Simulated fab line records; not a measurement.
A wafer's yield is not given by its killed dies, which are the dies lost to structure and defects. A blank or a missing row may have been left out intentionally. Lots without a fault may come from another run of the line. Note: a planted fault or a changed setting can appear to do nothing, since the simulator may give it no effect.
fab line records -- flow n5_finfet
record: lots: 7, wafers: 21
route steps=1938 shown WELL_APT@24 FIN_SAQP@130 DUMMY_GATE@222 SD_EPI_N@267 HKMG_FIN@428
start_h: the number of hours between the record's first day and the start of the first shown wafer of the lot -- wait_h: hours since the lot's step before -- " the same as in the row above -- L1.1+2: a single row standing in for several wafers -- - no value present, or no start provided -- * or withheld: withheld -- < > ~ a bound
route shown NAME@n: names a module that has steps shown in the file, with the first one's number in the route -- usual: the fault-free wafers' mean and standard deviation -- same: alike in all rows -- chamber/n: place in a boat -- sites: per-site readings -- _std_site: the standard deviation of these -- _edge_site: mean of outer sites minus mean of inner sites -- radius_mm: for every site, how far away it sits from the centre of the wafer -- mask NAME#n: copy n -- behind: the most recent tool/chamber to have shaped the wafer -- hold: cause of the lot's hold/its duration in hours/its outcome -- device: the n, p or np transistor that did not switch -- end of line: at the end of the route, the tests of the same wafers -- a step without rows: its recipe alone -- killed: count of dies lost to structure and defects at first sort (not the wafer's yield) -- map: a wafer's dies, x killed, . not, _ none there
set.NAME: the setting that was run; set.NAME@STEP: the one run at that earlier step -- model.NAME: the simulator's own value behind a step, which no gauge read
lots run with intentionally changed settings; tables by step, rows by wafer
== steps ==
step: N5_WELL_APT_EXPOSE_05
recipe: mask_id: NWELL, na: 0.8, source_shape: conventional, sigma_outer: 0.8, polarization: unpolarized, defocus_nm: 0, target_cd_nm: 200, dose_mj: 20.3
lot.wafer,tool,chamber,start_h,wait_h,mask,set.dose_mj
L074.2+4+6,krf_scanner-02,0,13.52,-,NWELL#0,20.3
L084.3,krf_scanner-01,0,73.52,-,NWELL#0,20.3
L084.4+5,krf_scanner-01,0,73.52,-,NWELL#0,19.9
L085.1+3+4,krf_scanner-01,0,79.59,-,NWELL#0,20.3
L086.2+5,krf_scanner-02,0,85.71,-,NWELL#0,19.01
L086.6,krf_scanner-02,0,85.71,-,NWELL#0,20.3
L089.2+5,krf_scanner-02,0,103.64,-,NWELL#0,19.32
L089.6,krf_scanner-02,0,103.64,-,NWELL#0,20.3
L090.1,krf_scanner-01,0,109.52,-,NWELL#0,20.3
L090.2+6,krf_scanner-01,0,109.52,-,NWELL#0,21.43
L093.1+2+5,krf_scanner-02,0,127.54,-,NWELL#0,20.3
step: N5_WELL_APT_PEB_06
recipe: peb_temp_c: 130, peb_time_s: 90
lot.wafer,tool,chamber,start_h,wait_h,set.peb_time_s
L074.2+6,litho_track-03,0,13.57,0.0,81.58
L074.4,litho_track-03,0,13.57,0.0,90
L084.3+4+5,litho_track-02,0,73.57,0.0,90
L085.1+3+4,litho_track-02,0,79.65,0.1,77.6
L086.2+6,litho_track-03,0,85.76,0.0,90
L086.5,litho_track-03,0,85.76,0.0,106.5
L089.2,litho_track-02,0,103.69,0.0,95.91
L089.5+6,litho_track-02,0,103.69,0.0,90
L090.1+6,litho_track-03,0,109.58,0.1,90
L090.2,litho_track-03,0,109.58,0.1,109.3
L093.1+2+5,litho_track-02,0,127.59,0.1,90
step: N5_WELL_APT_DEVELOP_07
recipe: develop_time_s: 45, rinse_liquid: surfactant_rinse, dry: air_spin, dev_temp_c: 21
step: N5_WELL_APT_HARDBAKE_12
recipe: temp_c: 130, time_s: 120
step: N5_WELL_APT_CD_MEAS_08
recipe: target_cd_nm: 200, landing_energy_ev: 500, detector: se_inlens
usual: cd_nm: 199.4/1.6
lot.wafer,tool,chamber,start_h,wait_h,set.dose_mj@WELL_APT_EXPOSE_05,set.peb_time_s@WELL_APT_PEB_06,cd_nm
L074.2,cd_sem-01,0,13.69,-,20.3,81.58,197.2
L074.4,cd_sem-01,0,13.69,-,20.3,90,200.6
L074.6,cd_sem-01,0,13.69,-,20.3,81.58,196.4
L084.3,cd_sem-02,0,73.68,-,20.3,90,197.3
L084.4,cd_sem-02,0,73.68,-,19.9,90,193.9
L084.5,cd_sem-02,0,73.68,-,19.9,90,196.3
L085.1,cd_sem-02,0,79.77,-,20.3,77.6,195.0
L085.3,cd_sem-02,0,79.77,-,20.3,77.6,193.7
L085.4,cd_sem-02,0,79.77,-,20.3,77.6,193.8
L086.2,cd_sem-03,0,85.87,-,19.01,90,190.8
L086.5,cd_sem-03,0,85.87,-,19.01,106.5,197.5
L086.6,cd_sem-03,0,85.87,-,20.3,90,201.5
L089.2,cd_sem-03,0,103.81,-,19.32,95.91,193.8
L089.5,cd_sem-03,0,103.81,-,19.32,90,192.7
L089.6,cd_sem-03,0,103.81,-,20.3,90,201.3
L090.1,cd_sem-03,0,109.69,-,20.3,90,199.8
L090.2,cd_sem-03,0,109.69,-,21.43,109.3,215.6
L090.6,cd_sem-03,0,109.69,-,21.43,90,208.8
L093.1,cd_sem-02,0,127.71,-,20.3,90,197.9
L093.2,cd_sem-02,0,127.71,-,20.3,90,197.4
L093.5,cd_sem-02,0,127.71,-,20.3,90,197.7
step: N5_WELL_APT_DESCUM_13
recipe: chemistry: O2, time_s: 7.9, source_power_w: 50, bias_power_w: 20, pressure_mtorr: 20, rf_frequency_hz: 2.712e+07, temp_c: 40, o2_flow_sccm: 225
lot.wafer,tool,chamber,start_h,wait_h,set.dose_mj@WELL_APT_EXPOSE_05,set.peb_time_s@WELL_APT_PEB_06,model.WELL_APT.cd_nm
L074.2,rie_diel-04,1,14.14,0.4,20.3,81.58,197.1
L074.4,rie_diel-04,0,14.14,0.4,20.3,90,200.8
L074.6,rie_diel-04,0,14.14,0.4,20.3,81.58,196.5
L084.3,rie_diel-04,2,73.82,0.1,20.3,90,197.5
L084.4,rie_diel-04,0,73.82,0.1,19.9,90,194
L084.5,rie_diel-04,1,73.82,0.1,19.9,90,196.2
L085.1,rie_diel-02,2,79.85,0.0,20.3,77.6,194.8
L085.3,rie_diel-02,3,79.85,0.0,20.3,77.6,193.6
L085.4,rie_diel-02,1,79.85,0.0,20.3,77.6,193.7
L086.2,rie_diel-04,2,85.96,0.0,19.01,90,190.3
L086.5,rie_diel-04,3,85.96,0.0,19.01,106.5,197.5
L086.6,rie_diel-04,2,85.96,0.0,20.3,90,201
L089.2,rie_diel-02,1,103.99,0.1,19.32,95.91,193.7
L089.5,rie_diel-02,2,103.99,0.1,19.32,90,192.7
L089.6,rie_diel-02,3,103.99,0.1,20.3,90,201.3
L090.1,rie_diel-02,0,109.78,0.0,20.3,90,200
L090.2,rie_diel-02,1,109.78,0.0,21.43,109.3,215.7
L090.6,rie_diel-02,3,109.78,0.0,21.43,90,208.7
L093.1,rie_diel-01,1,127.80,0.0,20.3,90,198.3
L093.2,rie_diel-01,3,127.80,0.0,20.3,90,197.7
L093.5,rie_diel-01,3,127.80,0.0,20.3,90,197.4
step: N5_WELL_APT_COAT_19
recipe: spin_rpm: 1357, resist_thk_nm: 950
lot.wafer,tool,chamber,start_h,wait_h,set.spin_rpm,model.coat_of_WELL_APT_COAT_19.thk_nm
L074.2,litho_track-03,0,-,-,1357,951.6
L074.4,litho_track-03,0,-,-,1357,953.8
L074.6,litho_track-03,0,-,-,1357,950.3
L084.3,litho_track-03,0,-,-,1357,949.8
L084.4,litho_track-03,0,-,-,1357,947.4
L084.5,litho_track-03,0,-,-,1357,948.5
L085.1,litho_track-02,0,-,-,1259,985.2
L085.3,litho_track-02,0,-,-,1357,948
L085.4,litho_track-02,0,-,-,1357,950.2
L086.2,litho_track-01,0,-,-,1475,908.6
L086.5,litho_track-01,0,-,-,1357,952.5
L086.6,litho_track-01,0,-,-,1475,912.2
L089.2,litho_track-03,0,-,-,1357,945.9
L089.5,litho_track-03,0,-,-,1357,951.7
L089.6,litho_track-03,0,-,-,1357,951.5
L090.1,litho_track-01,0,-,-,1357,951
L090.2,litho_track-01,0,-,-,1357,951.1
L090.6,litho_track-01,0,-,-,1357,950.5
L093.1,litho_track-03,0,-,-,1357,953.9
L093.2,litho_track-03,0,-,-,1357,948.4
L093.5,litho_track-03,0,-,-,1357,950.8
step: N5_FIN_SAQP_ETCH_65
recipe: chemistry: CF4, target: SiO2, target_depth_a: 40, ion_energy_ev: 350, time_s: 4.4, pressure_mtorr: 10, icp_w: 800, bias_w: 400, cf4_flow_sccm: 80
lot.wafer,tool,chamber,start_h,wait_h,set.time_s,model.etch.depth_nm
L074.2,rie_si-04,1,24.67,0.1,5.318,4.721
L074.4,rie_si-04,3,24.67,0.1,5.318,4.77
L074.6,rie_si-04,3,24.67,0.1,4.4,3.963
L084.3,rie_si-04,1,84.15,0.1,4.4,3.85
L084.4,rie_si-04,2,84.15,0.1,4.4,4.008
L084.5,rie_si-04,1,84.15,0.1,4.4,3.843
L085.1,rie_si-04,3,91.57,0.1,3.893,3.488
L085.3,rie_si-04,0,91.57,0.1,4.4,3.943
L085.4,rie_si-04,1,91.57,0.1,3.893,3.357
L086.2,rie_si-04,0,98.03,0.1,4.722,4.3
L086.5,rie_si-04,2,98.03,0.1,4.722,4.245
L086.6,rie_si-04,3,98.03,0.1,4.4,3.993
L089.2+6,rie_si-04,1,114.22,0.1,4.4,3.88
L089.5,rie_si-04,0,114.22,0.1,4.778,4.385
L090.1,rie_si-04,1,120.10,0.1,4.4,3.839
L090.2,rie_si-04,2,120.10,0.1,5.241,4.688
L090.6,rie_si-04,2,120.10,0.1,5.241,4.691
L093.1,rie_si-04,3,140.63,0.1,4.4,3.948
L093.2,rie_si-04,0,140.63,0.1,4.4,4.002
L093.5,rie_si-04,3,140.63,0.1,4.4,3.952
step: N5_DUMMY_GATE_COAT_34
recipe: resist: SOC, temp_c: 250, time_s: 60, spin_rpm: 1500, resist_thk_nm: 60
lot.wafer,tool,chamber,start_h,wait_h,set.spin_rpm,model.SOC_of_DUMMY_GATE_COAT_34.thk_nm
L074.2,litho_track-04,0,49.58,0.1,1585,58.4
L074.4,litho_track-04,0,49.58,0.1,1500,60.2
L074.6,litho_track-04,0,49.58,0.1,1500,59.8
L084.3,litho_track-04,0,104.77,0.0,1500,60.2
L084.4,litho_track-04,0,104.77,0.0,1543,59.4
L084.5,litho_track-04,0,104.77,0.0,1543,59.6
L085.1+4,litho_track-05,0,115.63,0.0,1500,60
L085.3,litho_track-05,0,115.63,0.0,1500,60.2
L086.2+5,litho_track-03,0,119.04,0.0,1441,61.4
L086.6,litho_track-03,0,119.04,0.0,1500,60
L089.2+5,litho_track-03,0,135.05,0.0,1397,62.6
L089.6,litho_track-03,0,135.05,0.0,1500,60.2
L090.1+2,litho_track-05,0,141.16,0.1,1559,58.8
L090.6,litho_track-05,0,141.16,0.1,1500,60.2
L093.1+5,litho_track-03,0,161.39,0.0,1500,59.8
L093.2,litho_track-03,0,161.39,0.0,1500,60
step: N5_DUMMY_GATE_COAT_28
recipe: resist: underlayer, temp_c: 205, time_s: 60, spin_rpm: 1500, resist_thk_nm: 10
lot.wafer,tool,chamber,start_h,wait_h,set.temp_c
L074.2,litho_track-04,0,-,-,205
L074.4+6,litho_track-04,0,-,-,198.4
L084.3+4,litho_track-04,0,-,-,205
L084.5,litho_track-04,0,-,-,210.7
L085.1+3,litho_track-05,0,-,-,210.9
L085.4,litho_track-05,0,-,-,205
L086.2+6,litho_track-03,0,-,-,205
L086.5,litho_track-03,0,-,-,197.2
L089.2,litho_track-03,0,-,-,205
L089.5+6,litho_track-03,0,-,-,196.5
L090.1+2+6,litho_track-05,0,-,-,205
L093.1+2+5,litho_track-03,0,-,-,205
step: N5_DUMMY_GATE_COAT_09
recipe: resist: CAR-EUV, spin_rpm: 1500, resist_thk_nm: 30
step: N5_DUMMY_GATE_EBR_11
recipe: solvent: PGMEA, ebr_width_mm: 1.5
step: N5_DUMMY_GATE_ETCH_29
recipe: chemistry: N2/H2, target: underlayer, target_depth_a: 130, ion_energy_ev: 200, pressure_mtorr: 30, source_w: 840, bias_w: 150, n2_flow_sccm: 200, h2_flow_sccm: 200
step: N5_DUMMY_GATE_ETCH_36
recipe: chemistry: CF4, target: SiARC, target_depth_a: 130, pressure_mtorr: 40, source_w: 545, bias_w: 36, Ar_flow_sccm: 100, cf4_flow_sccm: 100, ion_energy_ev: 80
step: N5_DUMMY_GATE_ETCH_37
recipe: chemistry: N2/H2, target: SOC, target_depth_a: 600, overetch_a: 300, temp_c: 40, ion_energy_ev: 200, pressure_mtorr: 30, source_w: 840, bias_w: 150, n2_flow_sccm: 200, h2_flow_sccm: 200
lot.wafer,tool,chamber,start_h,wait_h,set.spin_rpm@DUMMY_GATE_COAT_34,model.etch.depth_nm
L074.2,rie_diel-05,3,50.12,0.0,1585,58.45
L074.4,rie_diel-05,2,50.12,0.0,1500,60.22
L074.6,rie_diel-05,1,50.12,0.0,1500,59.84
L084.3,rie_diel-05,0,105.41,0.0,1500,60.26
L084.4,rie_diel-05,2,105.41,0.0,1543,59.47
L084.5,rie_diel-05,0,105.41,0.0,1543,59.53
L085.1,rie_diel-03,0,116.30,0.0,1500,60.03
L085.3,rie_diel-03,2,116.30,0.0,1500,60.24
L085.4,rie_diel-03,3,116.30,0.0,1500,60.02
L086.2,rie_diel-06,3,119.58,0.0,1441,61.42
L086.5,rie_diel-06,3,119.58,0.0,1441,61.4
L086.6,rie_diel-06,2,119.58,0.0,1500,60.05
L089.2,rie_diel-05,1,135.75,0.0,1397,62.51
L089.5,rie_diel-05,0,135.75,0.0,1397,62.58
L089.6,rie_diel-05,1,135.75,0.0,1500,60.25
L090.1,rie_diel-06,3,141.82,0.0,1559,58.74
L090.2,rie_diel-06,0,141.82,0.0,1559,58.86
L090.6,rie_diel-06,0,141.82,0.0,1500,60.21
L093.1,rie_diel-06,1,163.01,0.0,1500,59.85
L093.2,rie_diel-06,2,163.01,0.0,1500,59.92
L093.5,rie_diel-06,3,163.01,0.0,1500,59.73
step: N5_DUMMY_GATE_STRIP_38
recipe: chemistry: N2/H2, temp_c: 40, n2_flow_sccm: 200, h2_flow_sccm: 200, rf_frequency_hz: 6e+07
step: N5_DUMMY_GATE_STRIP_39
recipe: chemistry: N2/H2, temp_c: 40, n2_flow_sccm: 200, h2_flow_sccm: 200, rf_frequency_hz: 6e+07
step: N5_DUMMY_GATE_STRIP_40
recipe: chemistry: CF4, resist: SiARC, power_w: 300, bias_power_w: 75, pressure_mtorr: 50, cf4_flow_sccm: 150, rf_frequency_hz: 6e+07
step: N5_DUMMY_GATE_ETCH_31
recipe: chemistry: C4F6/O2, target: SiO2, mask_material: SOC, target_depth_a: 825, time_s: 27.5, ion_energy_ev: 250, pressure_mtorr: 30, source_w: 345, bias_w: 185, Ar_flow_sccm: 300, C4F6_flow_sccm: 10, O2_flow_sccm: 10
lot.wafer,tool,chamber,start_h,wait_h,set.spin_rpm@DUMMY_GATE_COAT_34,model.SOC_of_DUMMY_GATE_COAT_34.thk_nm
L074.2,rie_diel-03,0,50.66,0.3,1585,50
L074.4,rie_diel-03,3,50.66,0.3,1500,52.2
L074.6,rie_diel-03,1,50.66,0.3,1500,51.6
L084.3,rie_diel-03,0,105.79,0.0,1500,51.8
L084.4,rie_diel-03,3,105.79,0.0,1543,51.4
L084.5,rie_diel-03,3,105.79,0.0,1543,51.6
L085.1+4,rie_diel-03,2,116.58,0.0,1500,52
L085.3,rie_diel-03,3,116.58,0.0,1500,52.2
L086.2,rie_diel-06,1,119.90,0.0,1441,53
L086.5,rie_diel-06,3,119.90,0.0,1441,53.4
L086.6,rie_diel-06,0,119.90,0.0,1500,52
L089.2,rie_diel-06,0,136.03,0.0,1397,54.4
L089.5,rie_diel-06,1,136.03,0.0,1397,54.2
L089.6,rie_diel-06,0,136.03,0.0,1500,52.2
L090.1,rie_diel-03,3,142.09,0.0,1559,50.8
L090.2,rie_diel-03,1,142.09,0.0,1559,50.6
L090.6,rie_diel-03,2,142.09,0.0,1500,52.2
L093.1,rie_diel-05,3,163.64,0.2,1500,52
L093.2,rie_diel-05,1,163.64,0.2,1500,51.8
L093.5,rie_diel-05,1,163.64,0.2,1500,51.6
step: N5_SD_EPI_N_EXPOSE_06
recipe: mask_id: SD_N_BLK, na: 1.35, source_shape: conventional, sigma_outer: 0.8, polarization: unpolarized, target_cd_nm: 120, dose_mj: 39.75
lot.wafer,tool,chamber,start_h,wait_h,mask,set.dose_mj
L074.2+4,arfi_scanner-03,0,52.16,-,SD_N_BLK#0,39.75
L074.6,arfi_scanner-03,0,52.16,-,SD_N_BLK#0,36.98
L084.3,arfi_scanner-03,0,108.00,-,SD_N_BLK#0,39.75
L084.4+5,arfi_scanner-03,0,108.00,-,SD_N_BLK#0,37.28
L085.1+4,arfi_scanner-03,0,118.06,-,SD_N_BLK#0,37.68
L085.3,arfi_scanner-03,0,118.06,-,SD_N_BLK#0,39.75
L086.2+6,arfi_scanner-01,0,121.52,-,SD_N_BLK#0,39.75
L086.5,arfi_scanner-01,0,121.52,-,SD_N_BLK#0,40.67
L089.2+5+6,arfi_scanner-01,0,137.53,-,SD_N_BLK#0,39.75
L090.1+6,arfi_scanner-02,0,144.71,-,SD_N_BLK#0,39.75
L090.2,arfi_scanner-02,0,144.71,-,SD_N_BLK#0,40.8
L093.1+2+5,arfi_scanner-01,0,165.14,-,SD_N_BLK#0,39.75
step: N5_SD_EPI_N_PEB_07
recipe: peb_temp_c: 110, peb_time_s: 60, resist: CAR-ArF-block
step: N5_SD_EPI_N_DEVELOP_08
recipe: develop_time_s: 30, developer: TMAH, resist: CAR-ArF-block, dev_temp_c: 23, rinse_liquid: diw, dry: air_spin
step: N5_SD_EPI_N_CD_MEAS_09
recipe: target_cd_nm: 120, landing_energy_ev: 500, detector: se_inlens
usual: cd_nm: 119.8/0.67
lot.wafer,tool,chamber,start_h,wait_h,set.dose_mj@SD_EPI_N_EXPOSE_06,cd_nm
L074.2,cd_sem-01,0,52.28,-,39.75,118.9
L074.4,cd_sem-01,0,52.28,-,39.75,117.7
L074.6,cd_sem-01,0,52.28,-,36.98,114.3
L084.3,cd_sem-01,0,108.12,-,39.75,119.8
L084.4,cd_sem-01,0,108.12,-,37.28,115.8
L084.5,cd_sem-01,0,108.12,-,37.28,116.2
L085.1,cd_sem-03,0,118.19,-,37.68,114.3
L085.3,cd_sem-03,0,118.19,-,39.75,119.4
L085.4,cd_sem-03,0,118.19,-,37.68,114.8
L086.2,cd_sem-01,0,121.64,-,39.75,120.3
L086.5,cd_sem-01,0,121.64,-,40.67,121.6
L086.6,cd_sem-01,0,121.64,-,39.75,120.4
L089.2,cd_sem-02,0,137.65,-,39.75,119.4
L089.5,cd_sem-02,0,137.65,-,39.75,119.9
L089.6,cd_sem-02,0,137.65,-,39.75,118.7
L090.1,cd_sem-01,0,144.83,-,39.75,119.7
L090.2,cd_sem-01,0,144.83,-,40.8,121.5
L090.6,cd_sem-01,0,144.83,-,39.75,119.4
L093.1,cd_sem-01,0,165.26,-,39.75,119.2
L093.2,cd_sem-01,0,165.26,-,39.75,120.4
L093.5,cd_sem-01,0,165.26,-,39.75,119.9
step: N5_SD_EPI_N_DESCUM_14
recipe: chemistry: O2, time_s: 7.9, source_power_w: 50, bias_power_w: 20, pressure_mtorr: 20, rf_frequency_hz: 2.712e+07, temp_c: 40, resist: CAR-ArF-block, o2_flow_sccm: 225
lot.wafer,tool,chamber,start_h,wait_h,set.dose_mj@SD_EPI_N_EXPOSE_06,model.SD_EPI_N.cd_nm
L074.2,rie_diel-04,0,52.37,0.0,39.75,119.2
L074.4,rie_diel-04,3,52.37,0.0,39.75,117.6
L074.6,rie_diel-04,1,52.37,0.0,36.98,114.4
L084.3,rie_diel-01,1,108.20,0.0,39.75,119.8
L084.4,rie_diel-01,0,108.20,0.0,37.28,-
L084.5,rie_diel-01,1,108.20,0.0,37.28,116.4
L085.1,rie_diel-01,3,118.28,0.0,37.68,114.4
L085.3,rie_diel-01,2,118.28,0.0,39.75,119.4
L085.4,rie_diel-01,1,118.28,0.0,37.68,114.8
L086.2,rie_diel-02,0,121.72,0.0,39.75,120.6
L086.5,rie_diel-02,1,121.72,0.0,40.67,121.4
L086.6,rie_diel-02,2,121.72,0.0,39.75,120.4
L089.2+5,rie_diel-04,3,138.01,0.3,39.75,119.4
L089.6,rie_diel-04,2,138.01,0.3,39.75,118.8
L090.1,rie_diel-02,3,144.92,0.0,39.75,119.8
L090.2,rie_diel-02,0,144.92,0.0,40.8,121.4
L090.6,rie_diel-02,0,144.92,0.0,39.75,119.2
L093.1,rie_diel-04,2,165.35,0.0,39.75,118.8
L093.2,rie_diel-04,3,165.35,0.0,39.75,120.2
L093.5,rie_diel-04,2,165.35,0.0,39.75,119.6
step: N5_SD_EPI_N_ETCH_34
recipe: chemistry: CF4, target: SiARC, target_depth_a: 455, mask_material: CAR-ArF-block, time_s: 75.8, ion_energy_ev: 80, pressure_mtorr: 40, source_w: 545, bias_w: 36, Ar_flow_sccm: 100, cf4_flow_sccm: 100, ends: cleared
lot.wafer,tool,chamber,start_h,wait_h,set.dose_mj@SD_EPI_N_EXPOSE_06,model.SD_EPI_N.cd_nm
L074.2,rie_diel-04,0,52.40,0.0,39.75,119
L074.4,rie_diel-04,3,52.40,0.0,39.75,117.6
L074.6,rie_diel-04,1,52.40,0.0,36.98,114.6
L084.3,rie_diel-01,1,108.24,0.0,39.75,119.8
L084.4,rie_diel-01,0,108.24,0.0,37.28,115.8
L084.5,rie_diel-01,1,108.24,0.0,37.28,116.4
L085.1,rie_diel-01,3,118.32,0.0,37.68,114.6
L085.3,rie_diel-01,2,118.32,0.0,39.75,119.6
L085.4,rie_diel-01,1,118.32,0.0,37.68,114.8
L086.2,rie_diel-02,0,121.76,0.0,39.75,120.8
L086.5,rie_diel-02,1,121.76,0.0,40.67,121.4
L086.6,rie_diel-02,2,121.76,0.0,39.75,120.4
L089.2,rie_diel-04,3,138.04,0.0,39.75,119.2
L089.5,rie_diel-04,3,138.04,0.0,39.75,119.6
L089.6,rie_diel-04,2,138.04,0.0,39.75,118.8
L090.1,rie_diel-02,3,144.96,0.0,39.75,119.8
L090.2,rie_diel-02,0,144.96,0.0,40.8,121.6
L090.6,rie_diel-02,0,144.96,0.0,39.75,119.6
L093.1,rie_diel-04,2,165.39,0.0,39.75,118.6
L093.2,rie_diel-04,3,165.39,0.0,39.75,120
L093.5,rie_diel-04,2,165.39,0.0,39.75,119.6
step: N5_SD_EPI_N_ETCH_35
recipe: chemistry: N2/H2, target: SOC, overetch_a: 1080, mask_material: SiARC, temp_c: 40, ion_energy_ev: 100, source_w: 3000, bias_w: 133, pressure_mtorr: 20, time_s: 486, n2_flow_sccm: 200, h2_flow_sccm: 200
lot.wafer,tool,chamber,start_h,wait_h,set.time_s,model.SiARC_of_SD_EPI_N_COAT_33.thk_nm
L074.2,rie_diel-04,0,52.46,0.0,486,19.6
L074.4,rie_diel-04,3,52.46,0.0,486,19.4
L074.6,rie_diel-04,1,52.46,0.0,486,19.2
L084.3+5,rie_diel-01,1,108.30,0.0,486,19.6
L084.4,rie_diel-01,0,108.30,0.0,486,20.2
L085.1,rie_diel-01,3,118.37,0.0,486,20
L085.3,rie_diel-01,2,118.37,0.0,486,20.2
L085.4,rie_diel-01,1,118.37,0.0,413.8,21.8
L086.2,rie_diel-02,0,121.82,0.0,454,21
L086.5,rie_diel-02,1,121.82,0.0,454,20.6
L086.6,rie_diel-02,2,121.82,0.0,454,20.8
L089.2,rie_diel-04,3,138.10,0.0,486,19.4
L089.5,rie_diel-04,3,138.10,0.0,486,19.6
L089.6,rie_diel-04,2,138.10,0.0,523.9,19
L090.1,rie_diel-02,3,145.01,0.0,588.2,16.6
L090.2+6,rie_diel-02,0,145.01,0.0,486,20.2
L093.1+5,rie_diel-04,2,165.44,0.0,486,20.2
L093.2,rie_diel-04,3,165.44,0.0,486,19.6
step: N5_HKMG_FIN_PEB_10
recipe: peb_temp_c: withheld, peb_time_s: 60, resist: CAR-ArF
lot.wafer,tool,chamber,start_h,wait_h,set.peb_time_s
L074.2+4+6,litho_track-02,0,78.80,0.0,60
L084.3+4,litho_track-01,0,137.53,0.0,49.81
L084.5,litho_track-01,0,137.53,0.0,60
L085.1,litho_track-02,0,146.09,0.1,60
L085.3+4,litho_track-02,0,146.09,0.1,50.65
L086.2,litho_track-02,0,149.77,0.0,60
L086.5+6,litho_track-02,0,149.77,0.0,67.14
L089.2+6,litho_track-05,0,165.77,0.0,67.3
L089.5,litho_track-05,0,165.77,0.0,60
L090.1+2,litho_track-01,0,171.85,0.1,72.13
L090.6,litho_track-01,0,171.85,0.1,60
L093.1+2+5,litho_track-05,0,192.60,0.1,60
step: N5_HKMG_FIN_DEVELOP_11
recipe: develop_time_s: 30, developer: TMAH, resist: CAR-ArF, dev_temp_c: 23, rinse_liquid: diw, dry: air_spin
step: N5_HKMG_FIN_CD_MEAS_12
recipe: target_cd_nm: 92.8, landing_energy_ev: 500, detector: se_inlens
usual: cd_nm: 93.0/0.62
lot.wafer,tool,chamber,start_h,wait_h,set.peb_time_s@HKMG_FIN_PEB_10,cd_nm
L074.2,cd_sem-03,0,78.87,-,60,92.7
L074.4,cd_sem-03,0,78.87,-,60,92.8
L074.6,cd_sem-03,0,78.87,-,60,92.0
L084.3,cd_sem-01,0,137.60,-,49.81,87.8
L084.4,cd_sem-01,0,137.60,-,49.81,86.4
L084.5,cd_sem-01,0,137.60,-,60,92.3
L085.1,cd_sem-02,0,146.15,-,60,93.8
L085.3,cd_sem-02,0,146.15,-,50.65,87.3
L085.4,cd_sem-02,0,146.15,-,50.65,86.6
L086.2,cd_sem-02,0,149.84,-,60,93.2
L086.5,cd_sem-02,0,149.84,-,67.14,96.4
L086.6,cd_sem-02,0,149.84,-,67.14,96.5
L089.2,cd_sem-02,0,165.84,-,67.3,97.4
L089.5,cd_sem-02,0,165.84,-,60,93.2
L089.6,cd_sem-02,0,165.84,-,67.3,96.8
L090.1,cd_sem-03,0,171.92,-,72.13,98.1
L090.2,cd_sem-03,0,171.92,-,72.13,97.9
L090.6,cd_sem-03,0,171.92,-,60,93.0
L093.1,cd_sem-03,0,192.67,-,60,93.0
L093.2,cd_sem-03,0,192.67,-,60,93.3
L093.5,cd_sem-03,0,192.67,-,60,93.5
== key ==
split: step: N5_WELL_APT_EXPOSE_05, setting: dose_mj, stated: 20.3, by: wafer
response: step: N5_WELL_APT_CD_MEAS_08, reading: cd_nm, slope: +1.66, per: 1%, together_with: peb_time_s@WELL_APT_PEB_06, explained: 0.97
response: step: N5_WELL_APT_DESCUM_13, reading: model.WELL_APT.cd_nm, slope: +1.65, per: 1%, together_with: peb_time_s@WELL_APT_PEB_06, explained: 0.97
split: step: N5_WELL_APT_PEB_06, setting: peb_time_s, stated: 90, by: wafer
response: step: N5_WELL_APT_CD_MEAS_08, reading: cd_nm, slope: +0.331, per: 1%, together_with: dose_mj@WELL_APT_EXPOSE_05, explained: 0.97
response: step: N5_WELL_APT_DESCUM_13, reading: model.WELL_APT.cd_nm, slope: +0.343, per: 1%, together_with: dose_mj@WELL_APT_EXPOSE_05, explained: 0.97
split: step: N5_WELL_APT_COAT_19, setting: spin_rpm, stated: 1357, by: wafer
response: step: N5_WELL_APT_COAT_19, reading: model.coat_of_WELL_APT_COAT_19.thk_nm, change: -4.91, per: 1%, r: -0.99
split: step: N5_FIN_SAQP_ETCH_65, setting: time_s, stated: 4.4, by: wafer
response: step: N5_FIN_SAQP_ETCH_65, reading: model.etch.depth_nm, change: +0.0424, per: 1%, r: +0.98
split: step: N5_DUMMY_GATE_COAT_34, setting: spin_rpm, stated: 1500, by: wafer
response: step: N5_DUMMY_GATE_COAT_34, reading: model.SOC_of_DUMMY_GATE_COAT_34.thk_nm, change: -0.326, per: 1%, r: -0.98
response: step: N5_DUMMY_GATE_ETCH_37, reading: model.etch.depth_nm, change: -0.319, per: 1%, r: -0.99
response: step: N5_DUMMY_GATE_ETCH_31, reading: model.SOC_of_DUMMY_GATE_COAT_34.thk_nm, change: -0.31, per: 1%, r: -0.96
split: step: N5_DUMMY_GATE_COAT_28, setting: temp_c, stated: 205, by: wafer
response none clear
split: step: N5_SD_EPI_N_EXPOSE_06, setting: dose_mj, stated: 39.75, by: wafer
response: step: N5_SD_EPI_N_CD_MEAS_09, reading: cd_nm, change: +0.667, per: 1%, r: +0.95
response: step: N5_SD_EPI_N_DESCUM_14, reading: model.SD_EPI_N.cd_nm, change: +0.648, per: 1%, r: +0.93
response: step: N5_SD_EPI_N_ETCH_34, reading: model.SD_EPI_N.cd_nm, change: +0.641, per: 1%, r: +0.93
split: step: N5_SD_EPI_N_ETCH_35, setting: time_s, stated: 486, by: wafer
response: step: N5_SD_EPI_N_ETCH_35, reading: model.SiARC_of_SD_EPI_N_COAT_33.thk_nm, change: -0.145, per: 1%, r: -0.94
split: step: N5_HKMG_FIN_PEB_10, setting: peb_time_s, stated: 60, by: wafer
response: step: N5_HKMG_FIN_CD_MEAS_12, reading: cd_nm, change: +0.312, per: 1%, r: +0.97
